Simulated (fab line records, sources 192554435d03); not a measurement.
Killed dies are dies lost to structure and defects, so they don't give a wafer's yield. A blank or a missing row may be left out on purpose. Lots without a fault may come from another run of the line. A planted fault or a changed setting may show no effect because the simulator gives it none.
Which tool did it? | flow n5_finfet | 10 lots, 24 wafers sampled, at 5 steps of a route of 1938

WHAT THE GAUGES READ, wafer by wafer
N5_BEOL_M4_OCD_MEAS_38.
lot  | measured     | on     | trench_depth_nm (nm)
L253 | day 8 11:57  | ocd-01 | 56.1 55.7
L252 | day 8 16:11  | ocd-02 | 55.5 56.0
L254 | day 8 18:20  | ocd-01 | 55.1 53.3
L255 | day 8 21:17  | ocd-01 | 54.8 55.4
L258 | day 9 22:23  | ocd-02 | 54.7 55.8
L259 | day 10 01:23 | ocd-02 | 12.2 34.6 55.7
L261 | day 10 11:22 | ocd-02 | 26.5 31.4 55.1
L265 | day 11 19:12 | ocd-01 | 56.4 56.3 56.6
L267 | day 12 12:42 | ocd-02 | 54.9 55.8
L271 | day 13 03:08 | ocd-02 | 57.0 56.9 54.3

WHICH TOOL RAN EACH LOT (tool, then ch and the chambers of the sampled wafers, then the start)
lot  | N5_BEOL_M3_SPUTTER_96        | N5_BEOL_M3_ANNEAL_51             | N5_BEOL_M4_ETCH_64                 | N5_BEOL_M4_ETCHBACK_99
L253 | pvd_sputter-02, day 8 04:55  | rtp_anneal-01 ch 0, day 8 05:09  | rie_diel-01 ch 0,1, day 8 07:06    | rie_diel-01 ch 0,2, day 8 11:33
L252 | pvd_sputter-01, day 8 05:59  | rtp_anneal-02 ch 0, day 8 06:31  | rie_diel-04 ch 2, day 8 11:48      | rie_diel-04 ch 1, day 8 15:47
L254 | pvd_sputter-02, day 8 12:21  | rtp_anneal-01 ch 0, day 8 12:33  | rie_diel-04 ch 1,3, day 8 16:21    | rie_diel-01 ch 1,2, day 8 17:56
L255 | pvd_sputter-03, day 8 16:24  | rtp_anneal-01 ch 0, day 8 16:55  | rie_diel-01 ch 1,2, day 8 19:01    | rie_diel-01 ch 2, day 8 20:54
L258 | pvd_sputter-03, day 9 14:53  | rtp_anneal-01 ch 0, day 9 15:13  | rie_diel-04 ch 3, day 9 19:01      | rie_diel-01 ch 1,2, day 9 21:59
L259 | pvd_sputter-01, day 9 19:01  | rtp_anneal-01 ch 0, day 9 19:15  | rie_diel-01 ch 0,1,3, day 9 23:08  | rie_diel-04 ch 2,3, day 10 01:00
L261 | pvd_sputter-01, day 10 04:43 | rtp_anneal-01 ch 0, day 10 05:07 | rie_diel-01 ch 0,1,3, day 10 08:11 | rie_diel-01 ch 0,2, day 10 10:58
L265 | pvd_sputter-02, day 11 10:09 | rtp_anneal-02 ch 0, day 11 10:21 | rie_diel-04 ch 0,1,3, day 11 12:16 | rie_diel-04 ch 1,2, day 11 18:49
L267 | pvd_sputter-03, day 11 23:45 | rtp_anneal-01 ch 0, day 11 23:56 | rie_diel-05 ch 0,2, day 12 02:03   | rie_diel-01 ch 2,3, day 12 12:18
L271 | pvd_sputter-03, day 12 18:03 | rtp_anneal-01 ch 0, day 12 18:23 | rie_diel-05 ch 0,2,3, day 12 22:14 | rie_diel-04 ch 0,3, day 13 02:44
- N5_BEOL_M3_SPUTTER_96: material Cu, target thk 4.5 nm, time 8.29 s.
- N5_BEOL_M3_ANNEAL_51: time 90 s.
- N5_BEOL_M4_ETCH_64: etches SOC in N2/H2, target depth 75 nm, overetch 22.5 nm, time 121.9 s.
- N5_BEOL_M4_ETCHBACK_99: etches SiO2 in CHF3, target depth 5 nm, time 10.4 s.

THE ANSWER, worked out from the rows above alone
Rule: what is usual is taken from the lots themselves. Put in order of their means at a reading, lots are off if they are a third of the lots or fewer, leave a main group of 4 or more, and stand apart from it by a gap of 3 or more times the standard deviation of the main group's means; of several such gaps the widest counts. A main group whose means are all the same, to the digits that the tables above print for the reading, isn't used. A lot without any number at a reading at which 4 lots or more have one is off too. The other lots that the step has rows for count as sound.
Off: L259, L261, at N5_BEOL_M4_OCD_MEAS_38 (trench_depth_nm). The main group: mean 55.5 nm, standard deviation 0.65.
A tool fits if, at a process step before that reading, it ran every lot that is off, and no sound lot after the first of them. The gauges at N5_BEOL_M4_OCD_MEAS_38 are tried like those tools. Can't be told from this: 2 tools fit, pvd_sputter-01 at N5_BEOL_M3_SPUTTER_96, rie_diel-01 at N5_BEOL_M4_ETCH_64.

WHAT THE SIMULATOR HAD PUT IN
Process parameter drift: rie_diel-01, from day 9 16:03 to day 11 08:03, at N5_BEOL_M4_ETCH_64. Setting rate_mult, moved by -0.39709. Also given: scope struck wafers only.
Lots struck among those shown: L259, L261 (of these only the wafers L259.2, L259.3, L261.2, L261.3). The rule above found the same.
